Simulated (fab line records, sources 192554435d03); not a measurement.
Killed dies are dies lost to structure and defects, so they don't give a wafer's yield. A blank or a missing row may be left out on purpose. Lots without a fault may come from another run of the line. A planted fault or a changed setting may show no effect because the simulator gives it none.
Chamber matching | flow n5_finfet | N5_DUMMY_REMOVAL_HM_STRIP_01 on rie_diel-06: 4 sister chambers
The step strips SiNx in CH3F/O2, stops on poly-Si, target depth 4 nm, time 6.8 s. 24 wafers are shown with their chamber, then 12 later ones without.

WAFERS WITH THEIR CHAMBER
wafer  | chamber | drypump_motor_current_A (A) | throttle_valve_pct (%) | showerhead_plenum_p_Torr (Torr)
L074.2 | 1       | 5.7                         | 16.52                  | 1.90
L074.3 | 3       | 5.1                         | 16.60                  | 1.98
L074.4 | 2       | 5.8                         | 16.32                  | 2.03
L077.4 | 2       | 5.9                         | 16.33                  | 2.03
L077.5 | 3       | 5.2                         | 16.60                  | 1.97
L077.6 | 2       | 5.9                         | 16.34                  | 2.03
L082.2 | 2       | 5.8                         | 16.34                  | 2.03
L082.4 | 3       | 5.2                         | 16.64                  | 1.97
L082.5 | 2       | 5.8                         | 16.34                  | 2.03
L084.2 | 2       | 5.8                         | 16.36                  | 2.03
L084.3 | 1       | 5.7                         | 16.54                  | 1.89
L084.4 | 3       | 5.2                         | 16.65                  | 1.97
L085.1 | 2       | 5.9                         | 16.37                  | 2.03
L085.2 | 1       | 5.7                         | 16.54                  | 1.89
L085.3 | 3       | 5.1                         | 16.64                  | 1.97
L089.3 | 2       | 5.8                         | 16.37                  | 2.02
L089.4 | 1       | 5.7                         | 16.55                  | 1.89
L089.5 | 0       | 5.4                         | 16.59                  | 1.99
L090.2 | 2       | 5.8                         | 16.37                  | 2.02
L090.3 | 0       | 5.4                         | 16.58                  | 1.99
L090.4 | 0       | 5.4                         | 16.59                  | 1.99
L093.1 | 1       | 5.7                         | 16.11                  | 2.14
L093.3 | 0       | 5.4                         | 16.61                  | 1.99
L093.6 | 0       | 5.4                         | 16.58                  | 1.99

SIGNATURES (means of the wafers above)
reading                  | chamber 0 | chamber 1 | chamber 2 | chamber 3 | scatter within a chamber
drypump_motor_current_A  | 5.400     | 5.700     | 5.833     | 5.160     | 0.04
throttle_valve_pct       | 16.5900   | 16.4520   | 16.3489   | 16.6260   | 0.0873
showerhead_plenum_p_Torr | 1.9900    | 1.9420    | 2.0278    | 1.9720    | 0.0497
Rule: a wafer's distance from a chamber is the root of the sum, over the readings, of the square of ((its reading less the chamber's mean) divided by the reading's scatter). The wafer belongs to the nearest chamber; if the next one is less than 2 further off, it can't be placed. The scatter: the root of (the sum of the squares of (reading less its chamber's mean) over the shown wafers, divided by (wafers less chambers)).

WAFERS WITHOUT THEIR CHAMBER
wafer  | drypump_motor_current_A (A) | throttle_valve_pct (%) | showerhead_plenum_p_Torr (Torr)
L094.1 | 5.7                         | 16.10                  | 2.14
L094.2 | 5.8                         | 16.41                  | 2.02
L094.3 | 5.4                         | 16.61                  | 1.99
L095.2 | 5.8                         | 16.42                  | 2.02
L095.3 | 5.4                         | 16.63                  | 1.99
L095.6 | 5.2                         | 16.19                  | 1.96
L096.4 | 5.7                         | 16.12                  | 2.14
L096.5 | 5.1                         | 16.19                  | 1.96
L096.6 | 5.9                         | 16.42                  | 2.02
L097.1 | 5.1                         | 16.20                  | 1.96
L097.3 | 5.7                         | 16.11                  | 2.14
L097.6 | 5.2                         | 16.20                  | 1.96

WHICH CHAMBER EACH WENT THROUGH
wafer  | from the rows above     | in truth
L094.1 | can't be placed: 2 or 1 | 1
L094.2 | can't be placed: 2 or 1 | 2
L094.3 | 0                       | 0
L095.2 | can't be placed: 2 or 1 | 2
L095.3 | 0                       | 0
L095.6 | can't be placed: 3 or 0 | 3
L096.4 | can't be placed: 2 or 1 | 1
L096.5 | 3                       | 3
L096.6 | 2                       | 2
L097.1 | 3                       | 3
L097.3 | can't be placed: 2 or 1 | 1
L097.6 | can't be placed: 3 or 0 | 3
Placed correctly: 5 of 12. Can't be placed from these rows: 7 (the true chamber is among the candidates in 7). Placed wrongly: 0.
